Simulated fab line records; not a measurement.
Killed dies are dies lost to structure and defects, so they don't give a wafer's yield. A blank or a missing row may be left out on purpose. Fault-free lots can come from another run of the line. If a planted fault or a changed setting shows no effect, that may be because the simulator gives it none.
fab line records	flow n5Finfet
record lots=8	wafers=24	lastDay=16
route steps=1938 shown MOL_CONTACT_COAG@584 BEOL_M4@1111 PASSIVATION@1936
lots with no fault: from the same line, run without faults
startH: hours from the record's first day to the start of the lot's first wafer shown	waitH: time in hours since the lot's previous step	" as in the row above	L1.1+2: one row covering several wafers at once	- no value, or no start given	* or withheld: withheld	< > ~ a bound
route shown NAME@n: a module of which the file shows steps, and the number in the route of the first	usual: mean/standard deviation taken from wafers without a fault	same: alike in all rows	chamber/n: place in a boat	sites: each site's reading	_std_site: their standard deviation	_edge_site: the outer-site mean with the inner-site mean subtracted	radiusMm: for every site, how far away it sits from the centre of the wafer	mask NAME#n: copy n	behind: the most recent tool/chamber to have shaped the wafer	hold: cause of the lot's hold/its duration in hours/its outcome	device: transistor that didn't switch, given as n, p or np	end of line: at the end of the route, the tests of the same wafers	where a step has no rows: the recipe by itself	killed: dies lost to structure and defects at the first sort, not the wafer's yield	map: per-die view of a wafer (x killed, . not killed, _ where there is no die)
set.NAME: the run value of the setting; set.NAME@STEP: its run value at that earlier step	model.NAME: the simulator's own value behind a step, which no gauge read
a sample of lots followed through the steps of the route, with each step as a table and each wafer as a row
services: when a tool's chamber went out of use (startH, in hours from the record's first day, below 0 if earlier), for how many hours, and the reason
## steps
# step N5_MOL_CONTACT_COAG_ETCHBACK_135
# recipe chemistry=CHF3	target=SiO2	targetDepthA=250	timeS=16.7	ionEnergyEv=200	pressureMtorr=30	sourceW=610	biasW=170	Ar_flow_sccm=200	CHF3_flow_sccm=50
# usual CHF3_flow_sccm=49.99/0.17	biasW=169.9/0.49	drypumpMotorCurrentA=5.6/0.48	oes_f_703_au=0.81/0.086	oesProductAu=0.80/0.088	rfVppV=522/4	showerheadPlenumPTorr=2.42/0.084	throttleValvePct=18.80/0.25
lot.wafer	tool	chamber	startH	waitH	CHF3_flow_sccm	biasW	drypumpMotorCurrentA	oes_f_703_au	oesProductAu	rfHoursCounterH	rfVppV	showerheadPlenumPTorr	throttleValvePct
L735.1	rieDiel-05	2	111.27	0.0	50.11	170.0	5.6	0.91	0.90	42	520	2.33	18.91
L735.2	"	3	"	"	50.00	170.2	5.0	0.95	0.96	2	531	2.54	18.54
L735.4	"	3	"	"	49.80	169.7	5.0	0.95	0.97	-	531	2.54	18.55
L738.3	rieDiel-06	2	131.39	0.0	49.73	169.9	5.8	0.73	0.73	198	518	2.36	18.90
L738.4	"	1	"	"	49.94	170.2	6.3	0.90	0.89	25	519	2.54	18.79
L738.6	"	0	"	"	49.98	170.7	4.8	0.88	0.86	-	525	2.51	18.82
L749.1	rieDiel-06	0	196.42	0.0	49.85	169.7	4.8	0.86	0.84	67	527	2.51	18.86
L749.3	"	1	"	"	50.12	170.0	6.2	0.87	0.86	46	517	2.53	18.81
L749.4	"	3	"	"	49.99	169.2	5.7	0.69	0.68	-	526	2.44	19.17
L750.2	rieDiel-06	1	203.21	0.0	50.01	169.9	6.2	0.86	0.85	48	519	2.53	18.83
L750.5	"	1	"	"	49.73	169.7	6.3	0.86	0.85	-	517	2.53	18.82
L750.6	"	2	"	"	49.65	169.9	5.8	0.72	0.70	-	517	2.35	18.94
L751.1	rieDiel-01	2	209.90	0.0	49.82	170.3	5.3	0.78	0.77	126	519	2.28	18.48
L751.2	"	3	"	"	50.18	170.7	5.3	0.79	0.79	107	525	2.30	18.36
L751.4	"	1	"	"	49.96	169.1	5.6	0.69	0.68	235	522	2.35	18.90
L752.1	rieDiel-06	1	215.18	0.0	49.98	170.8	6.2	0.86	0.85	52	518	2.52	18.82
L752.3	"	3	"	"	49.76	169.8	5.7	0.68	0.68	249	526	2.44	19.18
L752.4	"	0	"	"	49.66	169.6	4.8	0.85	0.84	72	525	2.50	18.88
L753.1	rieDiel-01	0	218.41	0.0	49.60	170.1	6.2	0.70	0.68	239	516	2.36	19.17
L753.5	"	1	"	"	50.12	169.2	5.7	0.69	0.69	-	522	2.35	18.91
L753.6	"	0	"	"	49.66	170.5	6.2	0.70	0.69	-	518	2.36	19.19
L754.3	rieDiel-05	1	225.66	0.0	49.94	170.4	6.1	0.90	0.89	34	523	2.42	18.40
L754.4	"	2	"	"	50.24	168.8	5.7	0.85	0.84	85	518	2.31	18.97
L754.6	"	0	"	"	49.84	170.8	5.5	0.84	0.84	-	521	2.32	18.48
# step N5_MOL_CONTACT_COAG_ETCH_66
# recipe chemistry=CF4	target=SiARC	targetDepthA=130	maskMaterial=CAR-EUV	timeS=21.7	ionEnergyEv=80	pressureMtorr=40	sourceW=545	biasW=36	Ar_flow_sccm=100	cf4FlowSccm=100	ends=cleared
# usual drypumpMotorCurrentA=5.6/0.38	etchRfOnTimeS=21.5/0.35	oesProductAu=0.69/0.075	rfVppV=183.8/1.1	showerheadPlenumPTorr=2.13/0.063	throttleValvePct=15.57/0.28
lot.wafer	tool	chamber	startH	waitH	drypumpMotorCurrentA	etchRfOnTimeS	oesProductAu	rfHoursCounterH	rfVppV	showerheadPlenumPTorr	throttleValvePct
L735.1	rieDiel-01	1	112.42	0.0	5.6	21.8	0.60	201	184.2	2.13	15.76
L735.2	"	0	"	"	6.2	21.7	0.61	202	183.6	2.13	16.01
L735.4	"	2	"	"	5.3	21.5	0.68	93	183.4	2.08	15.38
L738.3	rieDiel-05	0	132.66	0.0	5.5	21.8	0.76	23	183.0	2.11	15.31
L738.4	"	1	"	"	6.1	21.2	0.83	2	184.4	2.19	15.24
L738.6	"	0	"	"	5.5	21.6	0.76	-	182.4	2.11	15.33
L749.1	rieDiel-01	2	197.53	0.0	5.3	21.5	0.66	123	183.1	2.07	15.43
L749.3	"	1	"	"	5.6	21.9	0.59	232	185.6	2.12	15.82
L749.4	"	3	"	"	5.4	21.8	0.69	103	182.4	2.07	15.23
L750.2	rieDiel-01	2	204.25	0.0	5.3	21.3	0.66	124	183.3	2.07	15.46
L750.5	"	2	"	"	5.3	21.4	0.67	-	183.0	2.07	15.46
L750.6	"	3	"	"	5.3	21.5	0.69	-	183.5	2.07	15.24
L751.1	rieDiel-01	3	211.10	0.0	5.3	21.5	0.68	107	183.5	2.07	15.25
L751.2	"	0	"	"	6.2	21.7	0.60	237	183.0	2.12	16.05
L751.4	"	2	"	"	5.3	21.3	0.66	126	182.9	2.07	15.44
L752.1	rieDiel-05	2	216.16	0.0	5.6	20.8	0.74	81	184.2	2.08	15.80
L752.3	"	1	"	"	6.1	21.2	0.77	31	183.3	2.18	15.29
L752.4	"	3	"	"	4.9	21.1	0.75	40	184.9	2.26	15.46
L753.1	rieDiel-05	2	219.46	0.0	5.6	21.0	0.73	83	182.7	2.08	15.79
L753.5	"	1	"	"	6.1	21.2	0.76	-	185.4	2.18	15.29
L753.6	"	2	"	"	5.7	21.0	0.72	-	182.8	2.08	15.80
L754.3	rieDiel-01	0	226.68	0.0	6.2	21.9	0.58	242	183.0	2.12	16.06
L754.4	"	3	"	"	5.3	21.9	0.68	113	182.2	2.07	15.27
L754.6	"	1	"	"	5.6	21.7	0.58	-	184.1	2.12	15.82
# step N5_MOL_CONTACT_COAG_ETCHBACK_134
# recipe chemistry=CHF3	target=SiO2	targetDepthA=100	timeS=6.7	ionEnergyEv=200	pressureMtorr=30	sourceW=610	biasW=170	Ar_flow_sccm=200	CHF3_flow_sccm=50
# usual CHF3_flow_sccm=49.98/0.15	biasW=170.0/0.51	drypumpMotorCurrentA=5.6/0.43	oes_f_703_au=0.80/0.08	oesProductAu=0.79/0.082	rfVppV=522/4	showerheadPlenumPTorr=2.39/0.082	throttleValvePct=18.74/0.28
lot.wafer	tool	chamber	startH	waitH	CHF3_flow_sccm	biasW	drypumpMotorCurrentA	oes_f_703_au	oesProductAu	rfHoursCounterH	rfVppV	showerheadPlenumPTorr	throttleValvePct
L735.1	rieDiel-01	1	112.68	0.1	49.96	170.3	5.6	0.71	0.70	201	522	2.37	18.86
L735.2	"	0	"	"	50.12	169.8	6.2	0.72	0.70	202	519	2.37	19.13
L735.4	"	2	"	"	49.96	170.5	5.3	0.80	0.80	93	520	2.30	18.42
L738.3	rieDiel-05	0	133.02	0.2	49.76	170.0	5.5	0.89	0.89	23	522	2.33	18.44
L738.4	"	3	"	"	49.71	169.2	5.0	0.91	0.92	12	533	2.54	18.56
L738.6	"	2	"	"	49.94	170.5	5.6	0.89	0.88	-	518	2.32	18.90
L749.1	rieDiel-05	0	197.79	0.1	-	-	-	-	-	-	-	-	-
L749.3	"	3	"	"	-	-	-	-	-	-	-	-	-
L749.4	"	2	"	"	-	-	-	-	-	-	-	-	-
L750.2	rieDiel-06	1	204.51	0.1	-	-	-	-	-	-	-	-	-
L750.5	"	3	"	"	-	-	-	-	-	-	-	-	-
L750.6	"	2	"	"	-	-	-	-	-	-	-	-	-
L751.1	rieDiel-06	3	211.36	0.1	49.99	169.6	5.7	0.69	0.67	248	526	2.44	19.17
L751.2	"	1	"	"	50.05	170.7	6.2	0.86	0.85	51	518	2.53	18.82
L751.4	"	2	"	"	50.07	170.4	5.8	0.71	0.70	222	520	2.35	18.94
L752.1	rieDiel-06	3	216.42	0.1	49.82	169.1	5.7	0.68	0.68	250	526	2.44	19.19
L752.3	"	1	"	"	50.44	170.1	6.3	0.86	0.85	53	519	2.52	18.82
L752.4	"	0	"	"	50.05	169.3	4.8	0.85	0.84	73	526	2.50	18.87
L753.1	rieDiel-06	0	219.79	0.2	49.88	170.3	4.8	0.85	0.84	75	525	2.50	18.87
L753.5	"	1	"	"	50.11	170.3	6.2	0.85	0.85	-	518	2.52	18.86
L753.6	"	0	"	"	49.91	170.8	4.8	0.85	0.83	-	526	2.50	18.87
L754.3	rieDiel-05	0	226.94	0.1	50.22	170.6	5.5	0.84	0.85	54	522	2.32	18.49
L754.4	"	2	"	"	49.77	170.6	5.6	0.85	0.85	85	518	2.31	18.98
L754.6	"	2	"	"	49.76	169.4	5.6	0.85	0.85	-	518	2.31	18.96
# step N5_MOL_CONTACT_COAG_ETCH_124
# recipe chemistry=CH3F/O2	target=SiNx	targetDepthA=65	maskMaterial=SOC	stopOn=SiOC	overEtchFrac=0.3	ionEnergyEv=120	pressureMtorr=30	sourceW=395	biasW=73	Ar_flow_sccm=150	CH3F_flow_sccm=30	O2_flow_sccm=20	ends=endPoint
# usual drypumpMotorCurrentA=5.6/0.43	oes_f_703_au=0.80/0.08	oesProductAu=0.68/0.066	rfVppV=296.4/2.3	showerheadPlenumPTorr=2.01/0.072	throttleValvePct=16.34/0.28
lot.wafer	tool	chamber	startH	waitH	drypumpMotorCurrentA	oes_f_703_au	oesProductAu	rfHoursCounterH	rfVppV	showerheadPlenumPTorr	throttleValvePct
L735.1	rieDiel-01	1	112.87	0.0	5.7	0.71	0.61	201	296.4	1.99	16.47
L735.2	"	0	"	"	6.2	0.73	0.62	202	294.2	1.99	16.73
L735.4	"	2	"	"	5.2	0.81	0.69	93	295.9	1.93	16.04
L738.3	rieDiel-05	0	133.21	0.0	5.5	0.87	0.76	23	296.4	1.96	15.99
L738.4	"	3	"	"	5.0	0.91	0.78	12	303.3	2.13	16.13
L738.6	"	2	"	"	5.7	0.90	0.74	-	294.8	1.95	16.45
L749.1	rieDiel-05	0	197.97	0.0	5.5	0.85	0.74	44	298.5	1.95	16.04
L749.3	"	3	"	"	4.9	0.87	0.74	34	301.5	2.13	16.16
L749.4	"	2	"	"	5.7	0.86	0.73	76	293.4	1.94	16.51
L750.2	rieDiel-06	1	204.70	0.0	6.2	0.87	0.73	49	293.3	2.13	16.38
L750.5	"	3	"	"	5.7	0.69	0.58	-	299.4	2.05	16.77
L750.6	"	2	"	"	5.8	0.72	0.60	-	292.9	1.98	16.57
L751.1	rieDiel-06	3	211.54	0.0	5.7	0.69	0.58	248	300.0	2.05	16.81
L751.2	"	1	"	"	6.2	0.86	0.73	51	293.7	2.13	16.41
L751.4	"	2	"	"	5.8	0.72	0.61	222	293.7	1.98	16.56
L752.1	rieDiel-06	3	216.61	0.0	5.7	0.68	0.58	250	298.5	2.05	16.79
L752.3	"	1	"	"	6.2	0.86	0.73	53	293.8	2.13	16.40
L752.4	"	0	"	"	4.8	0.85	0.70	73	297.8	2.11	16.44
L753.1	rieDiel-06	0	219.97	0.0	4.8	0.85	0.71	75	298.2	2.11	16.47
L753.5	"	1	"	"	6.2	0.85	0.73	-	294.1	2.13	16.41
L753.6	"	0	"	"	4.8	0.85	0.71	-	298.1	2.11	16.46
L754.3	rieDiel-05	0	227.13	0.0	5.5	0.84	0.72	54	297.7	1.95	16.07
L754.4	"	2	"	"	5.6	0.85	0.72	85	293.9	1.94	16.52
L754.6	"	2	"	"	5.6	0.85	0.71	-	295.1	1.94	16.51
# step N5_BEOL_M4_RC_MEAS_101
# usual DIBL_N=35.7/1.3	DIBL_P=35.4/1.8	IOFF_N=0.152/0.027	IOFF_P=0.20/0.034	ION_N=672/9.8	ION_P=461/7.5	SS_N=71.4/0.55	SS_P=73.1/0.61	VT_N=251/3.3	VT_P=-251/3.6
lot.wafer	tool	chamber	startH	waitH	DIBL_N[mV/V]	DIBL_P[mV/V]	IOFF_N[nA/um]	IOFF_P[nA/um]	ION_N[uA/um]	ION_P[uA/um]	SS_N[mV/dec]	SS_P[mV/dec]	VT_N[mV]	VT_P[mV]
L735.1	prober-01	0	179.12	0.0	38.6	38.5	0.217	0.30	674	468	72.4	74.4	248	-244
L735.2	"	0	"	"	34.7	32.9	0.139	0.21	671	463	71.0	72.9	251	-249
L735.4	"	0	"	"	34.8	34.2	0.144	0.22	673	460	71.6	73.5	251	-248
L738.3	prober-02	0	194.45	0.3	35.6	36.1	0.174	0.24	679	472	71.7	73.4	247	-243
L738.4	"	0	"	"	38.0	39.5	0.237	0.32	694	484	72.4	73.6	243	-242
L738.6	"	0	"	"	37.0	37.8	0.203	0.27	691	481	71.8	73.5	243	-243
L752.1	prober-01	0	275.44	0.0	35.3	34.9	0.143	0.18	676	459	71.4	72.9	252	-253
L752.3	"	0	"	"	34.3	33.2	0.123	0.17	666	457	70.4	72.6	254	-254
L752.4	"	0	"	"	34.0	33.3	0.126	0.18	667	460	70.9	72.6	252	-252
L751.1	prober-02	0	280.66	0.0	39.0	38.9	0.201	0.28	685	474	71.8	74.3	246	-246
L751.2	"	0	"	"	38.2	37.8	0.196	0.27	691	479	72.4	74.4	248	-244
L751.4	"	0	"	"	37.7	37.7	0.175	0.26	677	472	71.4	74.6	248	-244
L753.1	prober-02	0	281.59	0.6	33.4	34.1	0.116	0.15	656	451	71.0	72.4	256	-258
L753.5	"	0	"	"	33.5	33.9	0.108	0.15	649	445	70.8	72.5	258	-256
L753.6	"	0	"	"	36.0	36.6	0.151	0.18	663	452	71.3	73.1	251	-257
L754.3	prober-02	0	286.21	0.3	35.3	35.0	0.137	0.18	679	464	70.7	72.9	254	-252
L754.4	"	0	"	"	37.8	38.1	0.182	0.22	689	468	71.5	73.6	249	-249
L754.6	"	0	"	"	35.5	35.2	0.137	0.18	678	466	71.0	73.5	250	-253
# step N5_PASSIVATION_PROBE_49
# usual defectLimitedYield=91.5/1.3	killed_at_M0_to_M3=33/11	killed_at_M4_up=14/5.3	killedAtContacts=11/6.3	killedAtFrontEnd=38/10	killedAtOther=3.7/2.8	killedDies=101/16	killedOnRim=13/3.4	killedOpen=67/12	killedShort=32/7.4	sort_bin_5_function=5.0/0.86	sort_bin_6_memory=3.2/0.69	sort_bin_8_speed=0.00/0.007	sortNPass=1079/16	sortYieldPct=91.5/1.3
# same grossDies=1180	killedAtBackSide=0	sort_bin_4_leakage[%]=0
lot.wafer	tool	chamber	startH	waitH	defectLimitedYield[%]	killed_at_M0_to_M3	killed_at_M4_up	killedAtContacts	killedAtFrontEnd	killedAtOther	killedDies	killedOnRim	killedOpen	killedShort	sort_bin_5_function[%]	sort_bin_6_memory[%]	sort_bin_8_speed[%]	sortNPass	sortYieldPct[%]
L735.1	prober-02	-	299.56	0.0	92.4	25	15	10	39	1	90	14	53	33	3.7	3.3	0	1090	92.4
L735.2	prober-02	-	299.61	0.1	92.6	29	13	4	39	2	87	5	53	34	5.1	2.1	0	1093	92.6
L735.4	prober-02	-	299.71	0.2	92.4	20	11	6	53	0	90	12	59	29	4.8	2.7	0	1090	92.4
L738.3	prober-01	-	304.34	0.1	90.6	43	15	12	38	3	111	13	77	33	5.2	4.2	0	1069	90.6
L738.4	prober-01	-	304.39	0.2	89.7	28	20	26	41	6	121	13	90	30	5.9	3.9	0	1059	89.7
L738.6	prober-01	-	304.49	0.3	90.3	47	10	18	36	3	114	16	75	38	5.6	3.5	0	1066	90.3
L749.1	prober-02	-	362.77	0.0	0	41	6	1084	42	7	1180	152	48	49	96.3	3.3	0	0	0
L749.3	prober-02	-	362.87	0.1	0	28	17	1091	44	0	1180	152	66	31	97.3	2.3	0	0	0
L749.4	prober-02	-	362.92	0.2	0	48	7	1091	28	6	1180	152	57	34	96.4	3.4	0	0	0
L752.1	prober-01	-	372.02	0.0	92.2	32	13	7	38	2	92	16	58	30	4.9	2.5	0	1088	92.2
L752.3	prober-01	-	372.12	0.1	91.2	28	13	15	45	3	104	15	68	30	4.4	4.0	0	1076	91.2
L752.4	prober-01	-	372.17	0.2	93.6	24	12	5	33	2	76	13	36	37	3.9	2.2	0	1104	93.6
L750.2	prober-02	-	381.80	0.1	0	36	9	1086	39	10	1180	152	55	42	96.6	2.7	0	0	0
L750.5	prober-02	-	381.95	0.2	0	37	13	1080	43	7	1180	152	66	41	95.9	3.6	0	0	0
L750.6	prober-02	-	382.00	0.3	0	24	16	1091	46	3	1180	152	73	37	96.3	3.4	0	0	0
L751.1	prober-02	-	387.24	0.0	90.4	47	18	9	37	2	113	18	88	24	5.8	3.3	0	1067	90.4
L751.2	prober-02	-	387.29	0.1	91.7	34	21	3	38	2	98	9	62	35	4.7	3.1	0	1082	91.7
L751.4	prober-02	-	387.39	0.2	91.5	42	26	2	25	5	100	11	67	30	5.1	3.1	0	1080	91.5
L754.3	prober-02	-	390.14	0.1	90.4	58	19	14	20	2	113	16	77	32	5.6	3.6	0	1067	90.4
L754.4	prober-02	-	390.19	0.2	91.1	41	13	10	39	2	105	15	72	31	5.3	3.4	0	1075	91.1
L754.6	prober-02	-	390.29	0.3	89.0	57	20	17	30	6	130	16	91	37	7.7	3.2	0	1050	89.0
# killed by level:class
L735.1 FIN_SAQP:geometricParticle:short=10 BEOL_M0_SAQP:geometricParticle:short=9 BEOL_M0_SAQP:geometricParticle:open=9 MOL_CONTACT_COAG:geometricParticle:open=8 FIN_SAQP:geometricParticle:open=7 GATE_CUT:geometricParticle:short=5 BEOL_M4:geometricParticle:open=5 DUMMY_GATE:geometricParticle:open=3
L735.2 FIN_SAQP:geometricParticle:open=16 FIN_SAQP:geometricParticle:short=6 GATE_CUT:geometricParticle:short=6 BEOL_M2:geometricParticle:open=6 BEOL_M5:geometricParticle:short=6 BEOL_M0_SAQP:geometricParticle:open=5 BEOL_M0_SAQP:geometricParticle:short=5 GATE_CUT:geometricParticle:open=4
L735.4 FIN_SAQP:geometricParticle:open=21 FIN_SAQP:geometricParticle:short=11 BEOL_M0_SAQP:geometricParticle:open=11 BEOL_M4:geometricParticle:open=7 GATE_CUT:geometricParticle:short=6 BEOL_M0_SAQP:geometricParticle:short=5 GATE_CUT:geometricParticle:open=4 MOL_CONTACT_COAG:geometricParticle:open=4
L738.3 BEOL_M1:geometricParticle:open=11 FIN_SAQP:geometricParticle:open=9 MOL_CONTACT_COAG:geometricParticle:open=9 BEOL_M4:geometricParticle:open=8 BEOL_M0_SAQP:geometricParticle:short=8 DUMMY_GATE:geometricParticle:open=7 BEOL_M0_SAQP:geometricParticle:open=7 BEOL_M2:geometricParticle:open=6
L738.4 MOL_CONTACT_COAG:geometricParticle:open=20 BEOL_M4:geometricParticle:open=10 STI_FIN_REVEAL:geometricParticle:open=9 BEOL_M2:geometricParticle:open=8 MOL_CONTACT_COAG:geometricParticle:short=6 FIN_SAQP:geometricParticle:open=5 DUMMY_GATE:geometricParticle:open=5 ILD0:geometricParticle:open=5
L738.6 MOL_CONTACT_COAG:geometricParticle:open=13 BEOL_M2:geometricParticle:open=13 BEOL_M0_SAQP:geometricParticle:short=10 BEOL_M3:geometricParticle:open=7 FIN_SAQP:geometricParticle:open=6 BEOL_M0_SAQP:geometricParticle:open=6 BEOL_M1:geometricParticle:open=6 FIN_SAQP:geometricParticle:short=5
L749.1 MOL_CONTACT_COAG:areaEtchback=1081 FIN_SAQP:geometricParticle:short=12 BEOL_M0_SAQP:geometricParticle:short=11 BEOL_M3:geometricParticle:open=8 BEOL_M0_SAQP:geometricParticle:open=8 BEOL_M1:geometricParticle:open=8 STI_FIN_REVEAL:geometricParticle:open=7 STI_FIN_REVEAL:geometricParticle:short=6
L749.3 MOL_CONTACT_COAG:areaEtchback=1083 STI_FIN_REVEAL:geometricParticle:open=13 FIN_SAQP:geometricParticle:short=11 MOL_CONTACT_COAG:geometricParticle:open=7 BEOL_M3:geometricParticle:open=7 BEOL_M0_SAQP:geometricParticle:open=6 FIN_SAQP:geometricParticle:open=5 DUMMY_GATE:geometricParticle:open=5
L749.4 MOL_CONTACT_COAG:areaEtchback=1089 STI_FIN_REVEAL:geometricParticle:open=11 BEOL_M3:geometricParticle:open=11 BEOL_M0_SAQP:geometricParticle:short=10 BEOL_M0_SAQP:geometricParticle:open=9 FIN_SAQP:geometricParticle:short=5 BEOL_M0:geometricParticle:open=5 BEOL_M1:geometricParticle:open=4
L752.1 FIN_SAQP:geometricParticle:open=9 BEOL_M0_SAQP:geometricParticle:short=9 BEOL_M0_SAQP:geometricParticle:open=9 FIN_SAQP:geometricParticle:short=7 MOL_CONTACT_COAG:geometricParticle:open=7 BEOL_M2:geometricParticle:open=6 DUMMY_GATE:geometricParticle:open=4 GATE_CUT:geometricParticle:short=4
L752.3 MOL_CONTACT_COAG:geometricParticle:open=11 FIN_SAQP:geometricParticle:open=10 BEOL_M2:geometricParticle:open=9 FIN_SAQP:geometricParticle:short=6 GATE_CUT:geometricParticle:short=6 BEOL_M0_SAQP:geometricParticle:open=6 DUMMY_GATE:geometricParticle:open=5 BEOL_M1:geometricParticle:open=5
L752.4 BEOL_M0_SAQP:geometricParticle:short=8 FIN_SAQP:geometricParticle:open=6 FIN_SAQP:geometricParticle:short=6 GATE_CUT:geometricParticle:short=5 MOL_CONTACT_COAG:geometricParticle:open=5 BEOL_M4:geometricParticle:open=5 BEOL_M0_SAQP:geometricParticle:open=4 BEOL_M2:geometricParticle:short=4
L750.2 MOL_CONTACT_COAG:areaEtchback=1083 BEOL_M0_SAQP:geometricParticle:short=8 BEOL_M1:geometricParticle:open=7 FIN_SAQP:geometricParticle:short=6 BEOL_M1:geometricParticle:short=6 FIN_SAQP:geometricParticle:open=5 BEOL_M0_SAQP:geometricParticle:open=5 BEOL_M3:geometricParticle:open=5
L750.5 MOL_CONTACT_COAG:areaEtchback=1071 BEOL_M3:geometricParticle:open=16 STI_FIN_REVEAL:geometricParticle:open=9 FIN_SAQP:geometricParticle:open=8 BEOL_M4:geometricParticle:open=7 GATE_CUT:geometricParticle:short=6 MIM_TOP:geometricParticle:short=6 FIN_SAQP:geometricParticle:short=5
L750.6 MOL_CONTACT_COAG:areaEtchback=1069 MOL_CONTACT_COAG:geometricParticle:open=19 FIN_SAQP:geometricParticle:short=10 STI_FIN_REVEAL:geometricParticle:open=7 FIN_SAQP:geometricParticle:open=6 GATE_CUT:geometricParticle:short=6 BEOL_M4:geometricParticle:open=6 BEOL_M1:geometricParticle:open=5
L751.1 BEOL_M2:geometricParticle:open=16 STI_FIN_REVEAL:geometricParticle:open=13 BEOL_M4:geometricParticle:open=9 BEOL_M3:geometricParticle:open=9 MOL_CONTACT_COAG:geometricParticle:open=8 DUMMY_GATE:geometricParticle:open=7 BEOL_M0_SAQP:geometricParticle:open=6 BEOL_M0:geometricParticle:open=6
L751.2 FIN_SAQP:geometricParticle:short=12 BEOL_M4:geometricParticle:open=9 STI_FIN_REVEAL:geometricParticle:open=8 BEOL_M1:geometricParticle:open=7 FIN_SAQP:geometricParticle:open=6 BEOL_M0_SAQP:geometricParticle:open=6 BEOL_M2:geometricParticle:open=6 BEOL_M0_SAQP:geometricParticle:short=5
L751.4 BEOL_M2:geometricParticle:open=11 BEOL_M5:geometricParticle:open=10 BEOL_M0_SAQP:geometricParticle:open=8 DUMMY_GATE:geometricParticle:open=7 BEOL_M1:geometricParticle:open=6 BEOL_M0_SAQP:geometricParticle:short=5 FIN_SAQP:geometricParticle:short=4 BEOL_M4:geometricParticle:open=4
L754.3 BEOL_M0_SAQP:geometricParticle:open=19 BEOL_M0_SAQP:geometricParticle:short=16 MOL_CONTACT_COAG:geometricParticle:open=12 BEOL_M4:geometricParticle:open=9 BEOL_M2:geometricParticle:open=8 BEOL_M1:geometricParticle:open=6 FIN_SAQP:geometricParticle:open=4 FIN_SAQP:geometricParticle:short=3
L754.4 BEOL_M1:geometricParticle:open=11 BEOL_M0_SAQP:geometricParticle:open=9 MOL_CONTACT_COAG:geometricParticle:open=8 FIN_SAQP:geometricParticle:short=7 BEOL_M3:geometricParticle:open=7 BEOL_M0_SAQP:geometricParticle:short=6 BEOL_M4:geometricParticle:open=6 STI_FIN_REVEAL:geometricParticle:open=5
L754.6 BEOL_M3:geometricParticle:open=13 BEOL_M0_SAQP:geometricParticle:open=13 MOL_CONTACT_COAG:geometricParticle:open=12 BEOL_M0_SAQP:geometricParticle:short=12 BEOL_M4:geometricParticle:open=12 FIN_SAQP:geometricParticle:short=8 BEOL_M1:geometricParticle:open=7 BEOL_M2:geometricParticle:open=7
## services
tool	chamber	startH	hours	kind
rieDiel-05	1	106.24	-	clean
rieDiel-05	1	106.24	-	consumableReplace:focusRing
rieDiel-05	1	106.24	21.1	scheduledDown
rieDiel-05	1	106.24	21.1	ventCycle
rieDiel-06	0	149.96	9.6	repair
rieDiel-06	-	186.01	2.8	pm
rieDiel-06	2	193.07	5.0	repair
rieDiel-06	3	217.63	-	clean
rieDiel-06	3	217.63	-	consumableReplace:focusRing
rieDiel-06	3	217.63	24.0	scheduledDown
rieDiel-06	3	217.63	24.0	ventCycle
## key
firstSign step=N5_MOL_CONTACT_COAG_ETCHBACK_134	reading=toolRecord	direction=missing
effect step=N5_PASSIVATION_PROBE_49	reading=killedAtContacts	direction=up	sigmas=99+	usual=11	struck=1087
moreKillsBornAt N5_MOL_CONTACT_COAG_ETCHBACK_134@rieDiel-05=3253	N5_MOL_CONTACT_COAG_ETCHBACK_134@rieDiel-06=3223
metAt N5_MOL_CONTACT_COAG_ETCHBACK_134
struckLots L749,L750
laterRowsLeftOut L749.1,L749.3,L749.4,L750.2,L750.5,L750.6
notActingAt N5_MOL_CONTACT_COAG_ETCHBACK_135,N5_MOL_CONTACT_COAG_ETCH_66,N5_MOL_CONTACT_COAG_ETCH_124
onsetBetween 133.02 197.79
fault kind=skippedStepWhole	tool=rieDiel-05,rieDiel-06	chamber=-	onsetH=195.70	steps=N5_MOL_CONTACT_COAG_ETCHBACK_134	scope=struckLotsOnly
# laterRowsLeftOut: the simulator's readings of these wafers behind a module that went badly wrong aren't trusted and aren't shown, but for the sort
